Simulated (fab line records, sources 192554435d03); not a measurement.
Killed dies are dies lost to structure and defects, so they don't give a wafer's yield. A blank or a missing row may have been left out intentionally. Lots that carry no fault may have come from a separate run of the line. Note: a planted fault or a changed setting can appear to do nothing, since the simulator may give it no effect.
Matching of chambers + flow n5-finfet + N5_BEOL_M8_ETCH_61 on rie-diel-04 has 4 sister chambers
The step etches SiARC in CF4, target depth 45.5 nm, time 75.8 s. 4 wafers are shown with their chamber, then 12 later ones without.

## WAFERS PAIRED WITH THEIR CHAMBERS
| wafer  | chamber | showerhead-plenum-p-Torr (Torr) |
|--------|---------|---------------------------------|
| L084.6 | 2       | 2.10                            |
| L089.1 | 1       | 2.18                            |
| L088.4 | 3       | 2.05                            |
| L088.5 | 0       | 2.19                            |

## WAFERS WITH NO CHAMBER GIVEN
| wafer  | showerhead-plenum-p-Torr (Torr) |
|--------|---------------------------------|
| L091.1 | 2.05                            |
| L091.4 | 2.17                            |
| L091.5 | 2.10                            |
| L093.1 | 2.17                            |
| L093.4 | 2.09                            |
| L093.6 | 2.17                            |
| L094.1 | 2.09                            |
| L094.2 | 2.05                            |
| L094.6 | 2.17                            |
| L096.1 | 2.05                            |
| L096.4 | 2.17                            |
| L096.6 | 2.19                            |

## THE CHAMBER EACH PASSED THROUGH
| wafer  | from the rows above     | in truth |
|--------|-------------------------|----------|
| L091.1 | 3                       | 3        |
| L091.4 | can't be placed: 1 or 0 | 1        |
| L091.5 | 2                       | 2        |
| L093.1 | can't be placed: 1 or 0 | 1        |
| L093.4 | 2                       | 2        |
| L093.6 | can't be placed: 1 or 0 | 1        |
| L094.1 | 2                       | 2        |
| L094.2 | 3                       | 3        |
| L094.6 | can't be placed: 1 or 0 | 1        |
| L096.1 | 3                       | 3        |
| L096.4 | can't be placed: 1 or 0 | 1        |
| L096.6 | can't be placed: 0 or 1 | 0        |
Correctly placed: 6 of 12. Not placeable from these rows: 6 (in 6, the candidates include the true chamber). 0 placed wrongly.
How it was worked out, from the rows above alone: a wafer's distance from a chamber is the root of the sum, over the readings, of the square of ((its reading less the chamber's mean) divided by the reading's scatter). If the next closest chamber is less than 2 further off than the closest, the wafer can't be placed; otherwise it belongs to the closest. A chamber's mean is the mean of its shown wafers. The scatter (one wafer shown for each chamber): square how far every hidden wafer sits from the nearest shown wafer, average those squares and take the square root.
